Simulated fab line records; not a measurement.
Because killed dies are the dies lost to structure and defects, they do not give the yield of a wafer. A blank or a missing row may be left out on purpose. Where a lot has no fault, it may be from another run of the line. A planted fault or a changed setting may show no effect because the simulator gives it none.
A lot that was struck, set against a sound lot -- flow nand harc -- 13 steps out of a route of 1302
Sound: the wafers L516.3, L516.4, L516.6. Wafers struck: L520.2, L520.4, L520.5. Last of all comes the cause.
Per side, at each step with rows, come the tool, then ch with its chambers, and then its first start. Under that, the readings that differ: sound wafers -- struck wafers -- difference of the means -- sigmas: that difference in standard deviations of wafers without a fault.
alike: readings with means less than 2 such deviations apart, plus words and numbers identical on both sides. not compared: withheld readings, readings lacking a value on some wafer, bounds such as >300 that could conceal the same value, and numbers that have no deviation in the record and whose values overlap.
The two part at a step that has a row with sigmas, a row that says differs or no value, or rows on one side only. Non-overlapping numbers with no deviation appear without sigmas and do not part them. Lack of a reading on every wafer of one side parts them only where that side has two or more wafers.

NHARC_A_ONON_D2_THK_MEAS_34: measures by ellipsometry.
  sound on film metro-01 at day 15 15:23; struck on film metro-02 at day 17 19:23
  alike: thk nm
NHARC_A_ONON_D2_INSPECT_32:
  sound on defect inspect-01 at day 15 15:28; struck on defect inspect-01 at day 17 19:28
  alike: raw defect count
NHARC_A_CHANNEL_HOLE_D2_DEP_00: deposits aC, target thk 3100 nm.
  sound on acl dep-02 ch 0, day 15 17:04; struck on acl dep-02 ch 0, day 17 19:51
  alike: throttle valve pct
NHARC_A_CHANNEL_HOLE_D2_DEP_01: deposits SiON, target thk 140 nm.
  sound on pecvd-01 ch 0,1, day 15 18:25; struck on pecvd-01 ch 1,2, day 17 21:28
  alike: heater power w, showerhead vpp V
then, 7 steps without rows for these wafers: NHARC_A_CHANNEL_HOLE_D2_DEHYDRATE_02 (time 120 s); NHARC_A_CHANNEL_HOLE_D2_HMDS_03 (time 30 s); NHARC_A_CHANNEL_HOLE_D2_COAT_36 (time 75 s); NHARC_A_CHANNEL_HOLE_D2_COAT_37 (time 65 s); NHARC_A_CHANNEL_HOLE_D2_COAT_04 (resist thk 90 nm); NHARC_A_CHANNEL_HOLE_D2_SOFTBAKE_05 (time 55 s); NHARC_A_CHANNEL_HOLE_D2_EBR_06.
NHARC_A_CHANNEL_HOLE_D2_EXPOSE_07: exposes mask HOLE D2, target cd 100 nm.
  struck on arfi scanner-02, day 17 21:55; sound on arfi scanner-02 ch 0, day 15 18:59
  no value came back on the struck wafers for exposure dose mJ cm2, focus offset nm (nm), sigma outer, stage vel mm s (mm/s); on the sound wafers exposure dose mJ cm2 reads 59.54 59.54 59.54
  alike: mask
then, 1 step without rows for these wafers: NHARC_A_CHANNEL_HOLE_D2_PEB_08 (peb time 65 s).

== WHERE THEY PART ==
NHARC_A_CHANNEL_HOLE_D2_EXPOSE_07 only, going by this record.

WHY: whatever the simulator had introduced
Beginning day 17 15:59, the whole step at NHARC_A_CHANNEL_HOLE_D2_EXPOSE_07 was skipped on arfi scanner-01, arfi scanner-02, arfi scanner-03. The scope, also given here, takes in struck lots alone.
